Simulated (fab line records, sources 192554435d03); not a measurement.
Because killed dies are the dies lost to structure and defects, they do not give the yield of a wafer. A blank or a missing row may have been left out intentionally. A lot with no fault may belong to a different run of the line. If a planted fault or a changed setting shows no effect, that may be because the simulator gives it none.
A lot that was struck, set against a sound lot / flow n5Finfet / 37 out of 1938 route steps
Sound: the wafers L480.2, L480.4, L480.6. Struck: wafer L499.3 (left out: L499.4, L499.5 of the same lot, which were not struck); the cause appears at the end.
Per side, at each step with rows, come the tool, then ch with its chambers, and then its first start. Under that, the readings that differ: sound wafers / struck wafers / difference of the means / sigmas: that difference in standard deviations of wafers without a fault.
alike: readings with means less than 2 such deviations apart, plus words and numbers identical on both sides. not compared: withheld readings, readings lacking a value on some wafer, bounds such as >300 that could conceal the same value, and numbers that have no deviation in the record and whose values overlap.
The two part at a step that has a row with sigmas, a row that says differs or no value, or rows on one side only. Non-overlapping numbers with no deviation appear without sigmas and do not part them. A reading that every wafer of one side lacks parts them only if that side has two wafers or more.

first, 10 steps without rows for these wafers: N5_DUMMY_GATE_ETCH_44 (etches poly-Si in HBr/O2, stops on SiO2, target depth 127.5 nm); N5_DUMMY_GATE_ETCH_42 (etches SiO2 in CHF3/O2, target depth 3.5 nm, time 31 s); N5_DUMMY_GATE_STRIP_48 (strips in N2/H2, time 20 s); N5_DUMMY_GATE_PRECLEAN_33 (cleans in dHF, time 10 s); N5_DUMMY_GATE_PRECLEAN_25 (cleans in O3/DIW, time 45 s); N5_DUMMY_GATE_PRECLEAN_51 (cleans in SC2, time 45 s); N5_DUMMY_GATE_SRD_26 (time 30 s); N5_DUMMY_GATE_UV_OZONE_45 (time 120 s); N5_SPACER0_ALD_07 (deposits SiNx, target thk 2 nm); N5_SPACER0_ALD_00 (deposits SiOCN, target thk 3.5 nm, pulse time 3 s, purge time 2 s).
N5_SPACER0_ALD_08: deposits SiNx, target thk 2 nm.
  sound on aldSin-03 ch 2,3, day 4 02:53; struck on aldSin-01 ch 2, day 8 17:50
reading=model.SiNx_of_SPACER0_ALD_08.thkNm (nm); sound=2 2 2; struck=2.6; difference=+0.6; sigmas=
  alike: heaterPowerW
then, 18 steps without rows for these wafers: N5_SD_EPI_N_COAT_32 (time 60 s, resist thk 350 nm); N5_SD_EPI_N_COAT_33 (time 60 s, resist thk 35 nm); N5_SD_EPI_N_COAT_03 (resist thk 150 nm); N5_SD_EPI_N_EBR_05; N5_SD_EPI_N_SOFTBAKE_04 (time 60 s); N5_SD_EPI_N_EXPOSE_06 (exposes mask SD N BLK, target cd 120 nm); N5_SD_EPI_N_PEB_07 (peb time 60 s); N5_SD_EPI_N_DEVELOP_08 (develop time 30 s); N5_SD_EPI_N_DESCUM_14 (chemistry O2, time 7.9 s); N5_SD_EPI_N_ETCH_34 (etches SiARC in CF4, target depth 45.5 nm, time 75.8 s); N5_SD_EPI_N_ETCH_35 (etches SOC in N2/H2, overetch 108 nm, time 486 s); N5_SD_EPI_N_STRIP_36 (strips in N2/H2); N5_SD_EPI_N_ETCHBACK_44 (etches SiNx in CH3F/O2, stops on SiO2, target depth 14.5 nm); N5_SD_EPI_N_ETCH_45 (etches SiOCN in CH3F/O2, target depth 6 nm); N5_SD_EPI_N_ETCH_16 (etches SiO2 in CHF3/O2, target depth 5 nm); N5_SD_EPI_N_STRIP_47 (strips in CHF3/O2); N5_SD_EPI_N_SD_RECESS_17 (chemistry HBr/Cl2/O2, target depth 41 nm, time 23.7 s, bt time 3 s); N5_SD_EPI_N_STRIP_38 (strips in N2/H2).
N5_SD_EPI_N_WET_ETCH_43: etches SiO2 in dHF, time 14 s, target depth 1.5 nm.
  sound on wetBench-01 ch 0,1,3, day 4 04:48; struck on wetBench-01 ch 7, day 8 19:22
reading=model.SiNx_of_SPACER0_ALD_08.thkNm (nm); sound=1.6 1.6 1.6; struck=2.2; difference=+0.6; sigmas=
then, 5 steps without rows for these wafers: N5_SD_EPI_N_STRIP_18 (strips in SPM, time 750 s); N5_SD_EPI_N_SRD_20 (time 30 s); N5_SD_EPI_N_PRECLEAN_48 (cleans in NF3:NH3, afs cycles 2, time 20 s, sublimation time 60 s); N5_SD_EPI_N_VAPOR_ETCH_50 (etches Si in HCl, time 54 s); N5_SD_EPI_N_EPI_21 (deposits Si:P, time 690 s).
-- a jump in the record: the struck wafers' starts before and after are 5 days apart (it breaks off in module SD_EPI_N and resumes in module BEOL_M4, where the first step shown is number 1111 of the route) --
N5_BEOL_M4_RC_MEAS_101:
  sound on prober-01 ch 0, day 8 13:40; struck on prober-02 ch 0, day 14 00:53
reading=ION_P (uA/um); sound=462 469 469; struck=443; difference=-24; sigmas=-3
reading=REXT_N (ohm.um); sound=79.5 76.4 78.2; struck=81.8; difference=+3.8; sigmas=+2
reading=VT_P (mV); sound=-248 -248 -248; struck=-256; difference=-8; sigmas=-2
  alike: DIBL_N, DIBL_P, IOFF_N, IOFF_P, ION_N, REXT_P, SS_N, SS_P, VT_N
-- the record jumps here: 4 days lie between the struck wafers' starts before and after (it left off in module BEOL_M4 and takes up again in module PASSIVATION, whose first step shown is number 1936 of the route) --
N5_PASSIVATION_PROBE_49:
  sound: prober-02 at day 12 22:15; struck: prober-02 at day 18 12:02
  alike: defectLimitedYield, killed_at_M0_to_M3, killed_at_M4_up, killedAtContacts, killedAtFrontEnd, killedAtOther, killedDies, killedOpen, killedShort, sort_bin_5_function, sort_bin_6_memory, sort_bin_8_speed, sortNPass, sortYieldPct

WHERE THEY PART
Only at N5_BEOL_M4_RC_MEAS_101, as far as this record shows. Later steps at which nothing parts them and some readings are alike: N5_PASSIVATION_PROBE_49.

WHY: the cause the simulator had injected
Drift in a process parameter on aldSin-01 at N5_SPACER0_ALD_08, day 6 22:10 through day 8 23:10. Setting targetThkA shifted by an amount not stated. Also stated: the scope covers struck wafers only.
